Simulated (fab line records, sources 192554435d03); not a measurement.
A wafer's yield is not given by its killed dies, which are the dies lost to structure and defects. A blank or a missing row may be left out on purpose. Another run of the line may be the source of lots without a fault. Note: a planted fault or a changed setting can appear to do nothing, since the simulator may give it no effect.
Matching of chambers || flow n5_finfet || N5_BEOL_M4_CMP_52 on cmp-03: 4 sister chambers
The step polishes, stops on SiOC, t overpolish 6.8 s, target thk 40 nm. 8 wafers are shown with their chamber, then 12 later ones without.

EACH WAFER AND ITS CHAMBER
{"wafer": "L085.1", "chamber": 1, "motor_current_A (A)": 5.8, "time_to_endpoint_s (s)": 62}
{"wafer": "L085.5", "chamber": 3, "motor_current_A (A)": 4.7, "time_to_endpoint_s (s)": 58}
{"wafer": "L087.1", "chamber": 2, "motor_current_A (A)": 7.5, "time_to_endpoint_s (s)": 55}
{"wafer": "L087.3", "chamber": 3, "motor_current_A (A)": 4.9, "time_to_endpoint_s (s)": 58}
{"wafer": "L087.4", "chamber": 1, "motor_current_A (A)": 5.6, "time_to_endpoint_s (s)": 64}
{"wafer": "L088.1", "chamber": 0, "motor_current_A (A)": 6.5, "time_to_endpoint_s (s)": 63}
{"wafer": "L088.4", "chamber": 2, "motor_current_A (A)": 6.9, "time_to_endpoint_s (s)": 58}
{"wafer": "L088.5", "chamber": 0, "motor_current_A (A)": 6.9, "time_to_endpoint_s (s)": 64}

WAFERS WHOSE CHAMBER IS MISSING
{"wafer": "L092.2", "motor_current_A (A)": 5.6, "time_to_endpoint_s (s)": 62}
{"wafer": "L092.3", "motor_current_A (A)": 5.0, "time_to_endpoint_s (s)": 58}
{"wafer": "L092.4", "motor_current_A (A)": 6.7, "time_to_endpoint_s (s)": 58}
{"wafer": "L093.1", "motor_current_A (A)": 4.5, "time_to_endpoint_s (s)": 59}
{"wafer": "L093.2", "motor_current_A (A)": 6.5, "time_to_endpoint_s (s)": 61}
{"wafer": "L093.4", "motor_current_A (A)": 7.5, "time_to_endpoint_s (s)": 57}
{"wafer": "L095.2", "motor_current_A (A)": 7.3, "time_to_endpoint_s (s)": 60}
{"wafer": "L095.3", "motor_current_A (A)": 5.5, "time_to_endpoint_s (s)": 65}
{"wafer": "L095.4", "motor_current_A (A)": 4.7, "time_to_endpoint_s (s)": 63}
{"wafer": "L096.3", "motor_current_A (A)": 4.8, "time_to_endpoint_s (s)": 65}
{"wafer": "L096.5", "motor_current_A (A)": 6.6, "time_to_endpoint_s (s)": 64}
{"wafer": "L096.6", "motor_current_A (A)": 4.5, "time_to_endpoint_s (s)": 65}

CHAMBER TAKEN BY EACH
{"wafer": "L092.2", "from the rows above": 1, "in truth": 1}
{"wafer": "L092.3", "from the rows above": 3, "in truth": 3}
{"wafer": "L092.4", "from the rows above": 2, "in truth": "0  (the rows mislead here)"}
{"wafer": "L093.1", "from the rows above": 3, "in truth": 3}
{"wafer": "L093.2", "from the rows above": "can't be placed: 0 or 1", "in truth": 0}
{"wafer": "L093.4", "from the rows above": 2, "in truth": 2}
{"wafer": "L095.2", "from the rows above": "can't be placed: 2 or 0", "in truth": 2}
{"wafer": "L095.3", "from the rows above": 1, "in truth": 1}
{"wafer": "L095.4", "from the rows above": "can't be placed: 1 or 3", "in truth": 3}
{"wafer": "L096.3", "from the rows above": "can't be placed: 1 or 3", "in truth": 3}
{"wafer": "L096.5", "from the rows above": 0, "in truth": 0}
{"wafer": "L096.6", "from the rows above": "can't be placed: 1 or 3", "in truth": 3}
Placed correctly: 6 of 12. Can't be placed from these rows: 5 (the true chamber is among the candidates in 5). Placed wrongly: 1.
How it was worked out, from the rows above alone: a wafer's distance from a chamber is the root of the sum, over the readings, of the square of ((its reading less the chamber's mean) divided by the reading's scatter). If the next closest chamber is less than 2 further off than the closest, the wafer can't be placed; otherwise it belongs to the closest. For every chamber, the mean is computed from those of its wafers that are shown. How the scatter is found: for the shown wafers, subtract from each reading the mean of its chamber, square and add these, divide the total by (wafers less chambers), then take the root.
